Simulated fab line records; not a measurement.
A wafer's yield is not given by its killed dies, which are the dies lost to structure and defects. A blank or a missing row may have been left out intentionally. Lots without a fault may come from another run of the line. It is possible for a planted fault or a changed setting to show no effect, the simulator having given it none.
Which of the tools did it? | flow nand_harc | Sampling: 7 lots, 21 wafers, 3 of 1302 route steps

## WHAT THE GAUGES SHOWED, per wafer
NHARC_A_ONON_D1_THK_MEAS_05: measures by ellipsometry.
lot  | measured     | on            | thk_nm (nm)
L826 | day 8 23:46  | film_metro-02 | 1015 1015 1016
L828 | day 9 23:43  | film_metro-01 | 1008 1007 1008
L832 | day 11 18:58 | film_metro-01 | 1676 1675 1675 1677 1675 1677
L838 | day 14 05:37 | film_metro-02 | 1005 1004 1005
L842 | day 15 10:31 | film_metro-02 | 991 991 990
L844 | day 16 08:35 | film_metro-01 | 993 993 993
L846 | day 17 08:00 | film_metro-02 | 990 990 991

## WHAT TOOL EACH LOT RAN ON (gives the tool, then ch and the chambers of the sampled wafers, and finally the start)
lot  | NHARC_A_ZERO_WELL_DESCUM_12        | NHARC_A_ONON_D1_DEP_03
L826 | rie_diel-05 ch 0,2, day 8 00:43    | pecvd_onon-01 ch 0, day 8 23:19
L828 | rie_diel-03 ch 0,1,2, day 8 19:28  | pecvd_onon-01 ch 0, day 9 23:16
L832 | rie_diel-03 ch 2,3, day 10 18:26   | pecvd_onon-04 ch 0, day 11 18:31
L838 | rie_diel-03 ch 1,2,3, day 13 05:17 | pecvd_onon-02 ch 0, day 14 05:07
L842 | rie_diel-06 ch 0,2,3, day 14 12:11 | pecvd_onon-01 ch 0, day 15 10:00
L844 | rie_diel-03 ch 0,1, day 15 10:49   | pecvd_onon-04 ch 0, day 16 08:08
L846 | rie_diel-03 ch 1,2, day 16 08:58   | pecvd_onon-01 ch 0, day 17 07:33
- NHARC_A_ZERO_WELL_DESCUM_12: chemistry O2, time 3 s.
- NHARC_A_ONON_D1_DEP_03: target thk 1000 nm.

## THE ANSWER, worked out from the rows above alone
Rule: the usual values come from the lots themselves. The widest of any qualifying gaps counts: lots, ordered by their means at a reading, are off when they make up no more than a third of the lots, leave a main group of 4 or more, and stand apart from it by 3 or more times the standard deviation of that group's means. The tables above print the reading to a certain number of digits; a main group whose means all agree to those digits is not used. Also off: a lot with no number at a reading for which 4 or more lots have one. Where the step has rows for the other lots, those lots are counted as sound.
Off: L832 (NHARC_A_ONON_D1_THK_MEAS_05, thk_nm). Main group: mean 1000 nm, sd 9.5.
If a tool, at a process step before that reading, ran all the lots that are off and no sound lot after the first of them, it fits. The gauges at NHARC_A_ONON_D1_THK_MEAS_05 are tried like those tools. No candidate that was tried fits.

## WHAT HAD BEEN PUT IN BY THE SIMULATOR
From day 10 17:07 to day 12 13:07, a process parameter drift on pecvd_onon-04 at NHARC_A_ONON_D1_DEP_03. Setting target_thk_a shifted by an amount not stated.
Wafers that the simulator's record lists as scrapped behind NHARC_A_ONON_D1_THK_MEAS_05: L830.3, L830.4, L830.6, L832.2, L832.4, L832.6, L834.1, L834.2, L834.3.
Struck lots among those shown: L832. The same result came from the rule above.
